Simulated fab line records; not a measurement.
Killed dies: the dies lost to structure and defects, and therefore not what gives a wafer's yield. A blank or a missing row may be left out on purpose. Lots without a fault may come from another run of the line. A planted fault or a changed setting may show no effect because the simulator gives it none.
Matching of chambers    flow n5Finfet    rieDiel-06 running N5_BEOL_M0_SAQP_ETCH_84: 4 sister chambers
The step etches SOC in N2/H2, target depth 100 nm, overetch 20 nm, time 150 s. 8 wafers are shown with their chamber, then 7 later ones without.

== WAFERS, EACH WITH ITS CHAMBER ==
wafer   chamber  showerheadPlenumPTorr (Torr)  oesProductAu (a.u.)
L075.6  1        2.50                          0.84
L076.4  1        2.50                          0.84
L077.6  2        2.62                          0.62
L079.1  0        2.39                          0.63
L079.2  2        2.62                          0.61
L079.3  3        2.44                          0.69
L082.1  3        2.43                          0.70
L082.4  0        2.39                          0.63

== WAFERS MISSING THEIR CHAMBER ==
wafer   showerheadPlenumPTorr (Torr)  oesProductAu (a.u.)
L082.6  2.39                          0.63
L086.3  2.49                          0.79
L086.4  2.43                          0.69
L086.6  2.39                          0.63
L089.2  2.49                          0.79
L089.4  2.61                          0.61
L089.5  2.39                          0.62

== CHAMBER TAKEN BY EACH ==
wafer   from the rows above  in truth
L082.6  0                    0
L086.3  1                    1
L086.4  3                    3
L086.6  0                    0
L089.2  1                    1
L089.4  2                    2
L089.5  0                    0
7 of 7 placed correctly. Not placeable from these rows: 0. 0 placed wrongly.
How it was worked out, from the rows above alone: a wafer's distance from a chamber is the root of the sum, over the readings, of the square of ((its reading less the chamber's mean) divided by the reading's scatter). The wafer belongs to the nearest chamber; if the next one is less than 2 further off, it can't be placed. Each chamber's mean is taken over the wafers shown for it. The scatter: take each reading less its chamber's mean, square it, sum over the shown wafers, divide by the number of wafers less the number of chambers, and take the root.
